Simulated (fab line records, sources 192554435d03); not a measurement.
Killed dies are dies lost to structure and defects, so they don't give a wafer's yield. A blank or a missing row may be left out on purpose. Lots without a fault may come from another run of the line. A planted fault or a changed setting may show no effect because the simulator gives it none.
Tool commonality check | flow n5_finfet | 9 lots, 27 wafers sampled

WHY IT WAS OPENED
At N5_BEOL_M4_RC_MEAS_101 the reading IOFF_N_LONG is flagged on 2 of 9 lots. Wafers without a fault read 5.42e-05 nA/um, standard deviation 2.8e-06.
Rule: a lot is flagged when every wafer of it that has a number lies more than 4 standard deviations from that mean, or none has a number. The other lots count as sound.

lot  | measured     | on        | IOFF_N_LONG (nA/um), wafer by wafer | flag
L246 | day 7 15:56  | prober-01 | 5.62e-05 5.66e-05 5.56e-05          |
L248 | day 8 23:30  | prober-01 | 5.47e-05 5.42e-05 5.57e-05          |
L257 | day 10 11:23 | prober-01 | 8.44e-05 8.76e-05 8.9e-05           | FLAGGED
L256 | day 11 04:19 | prober-02 | 5.52e-05 5.63e-05 5.55e-05          |
L258 | day 11 08:05 | prober-01 | 8.71e-05 8.66e-05 8.64e-05          | FLAGGED
L259 | day 11 10:07 | prober-01 | 5.53e-05 5.43e-05 5.6e-05           |
L263 | day 12 16:12 | prober-02 | 5.68e-05 5.67e-05 5.76e-05          |
L265 | day 12 17:22 | prober-01 | 5.2e-05 5.16e-05 5.16e-05           |
L269 | day 14 06:26 | prober-01 | 5.25e-05 5.3e-05 5.37e-05           |
The numbers of the flagged lots are 8.68e-05 nA/um on average: +3.26e-05 nA/um against the usual, or +12 standard deviations.

WHICH TOOL RAN EACH LOT
The record holds 3 process steps before the reading, out of a route of 1938 steps. In each cell: the tool, then ch and the chambers that the sampled wafers went through, then the start.
lot  | flag    | N5_WELL_APT_RTA_34              | N5_FIN_SAQP_PECVD_47           | N5_FIN_SAQP_PECVD_06
L246 |         | rtp_anneal-01 ch 0, day 1 15:35 | pecvd-02 ch 0,1, day 1 23:09   | pecvd-02 ch 0,1, day 1 23:14
L248 |         | rtp_anneal-01 ch 0, day 2 04:48 | pecvd-04 ch 1,2, day 2 10:38   | pecvd-04 ch 1,2, day 2 10:43
L257 | FLAGGED | rtp_anneal-02 ch 0, day 4 10:10 | pecvd-02 ch 0,1,2, day 4 15:21 | pecvd-02 ch 0,1,2, day 4 15:26
L256 |         | rtp_anneal-02 ch 0, day 4 04:31 | pecvd-03 ch 0,1, day 4 10:07   | pecvd-03 ch 0,1, day 4 10:12
L258 | FLAGGED | rtp_anneal-02 ch 0, day 4 15:53 | pecvd-03 ch 0,1,2, day 4 21:19 | pecvd-03 ch 0,1,2, day 4 21:23
L259 |         | rtp_anneal-01 ch 0, day 4 21:58 | pecvd-03 ch 0,1, day 5 04:06   | pecvd-03 ch 0,1, day 5 04:11
L263 |         | rtp_anneal-01 ch 0, day 5 21:56 | pecvd-02 ch 1,2, day 6 03:01   | pecvd-02 ch 1,2, day 6 03:05
L265 |         | rtp_anneal-01 ch 0, day 6 10:50 | pecvd-04 ch 0,1,2, day 6 15:53 | pecvd-04 ch 0,1,2, day 6 15:59
L269 |         | rtp_anneal-01 ch 0, day 7 10:49 | pecvd-04 ch 0,2, day 7 15:41   | pecvd-04 ch 0,2, day 7 15:46
What these steps do:
- N5_WELL_APT_RTA_34: time 10 s.
- N5_FIN_SAQP_PECVD_47: deposits a-Si from SiH4/He, target thk 45 nm, time 36.3 s.
- N5_FIN_SAQP_PECVD_06: deposits a-Si from SiH4/He, target thk 60 nm, time 48.1 s.
- N5_BEOL_M4_RC_MEAS_101

FLAGGED OVER TOTAL, TOOL BY TOOL (the gauges that took the reading come last)
step                   | tool          | lots run | flagged | share of the flagged lots | sound lots run after its first flagged lot
N5_WELL_APT_RTA_34     | rtp_anneal-01 | 6        | 0       | none                      | -
N5_WELL_APT_RTA_34     | rtp_anneal-02 | 3        | 2       | all                       | 0
N5_FIN_SAQP_PECVD_47   | pecvd-02      | 3        | 1       | some                      | 1 (L263)
N5_FIN_SAQP_PECVD_47   | pecvd-03      | 3        | 1       | some                      | 1 (L259)
N5_FIN_SAQP_PECVD_47   | pecvd-04      | 3        | 0       | none                      | -
N5_FIN_SAQP_PECVD_06   | pecvd-02      | 3        | 1       | some                      | 1 (L263)
N5_FIN_SAQP_PECVD_06   | pecvd-03      | 3        | 1       | some                      | 1 (L259)
N5_FIN_SAQP_PECVD_06   | pecvd-04      | 3        | 0       | none                      | -
N5_BEOL_M4_RC_MEAS_101 | prober-01     | 7        | 2       | all                       | 3 (L259,L265,L269)
N5_BEOL_M4_RC_MEAS_101 | prober-02     | 2        | 0       | none                      | -

WHAT THE TABLE ALLOWS
2 rows of the table ran every flagged lot: rtp_anneal-02 at N5_WELL_APT_RTA_34, prober-01 at N5_BEOL_M4_RC_MEAS_101.
- rtp_anneal-02 at N5_WELL_APT_RTA_34: 2 of its 3 lots flagged. Its last sound lot is L256 (day 4 04:31), its first flagged lot L257 (day 4 10:10): a fault that began between those two fits. Its own readings lie more than 4 standard deviations out on every wafer of the flagged lots: lamp_power_pct, lamp_zone_1_pct, lamp_zone_2_pct, lamp_zone_3_pct, lamp_zone_4_pct, lamp_zone_5_pct, lamp_zone_6_pct, lamp_zone_7_pct.
- prober-01 at N5_BEOL_M4_RC_MEAS_101: 2 of its 7 lots flagged. Sound lots ran on it after the first flagged one (L259, L265, L269), which a lasting fault on the whole tool wouldn't allow.
One tool is left: rtp_anneal-02 at N5_WELL_APT_RTA_34.

WHAT THE SIMULATOR HAD PUT IN
Process parameter drift: rtp_anneal-02, from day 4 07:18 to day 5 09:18, at N5_WELL_APT_RTA_34. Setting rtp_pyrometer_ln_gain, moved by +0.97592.
Lots struck among those shown: L257, L258. The rule above found the same.
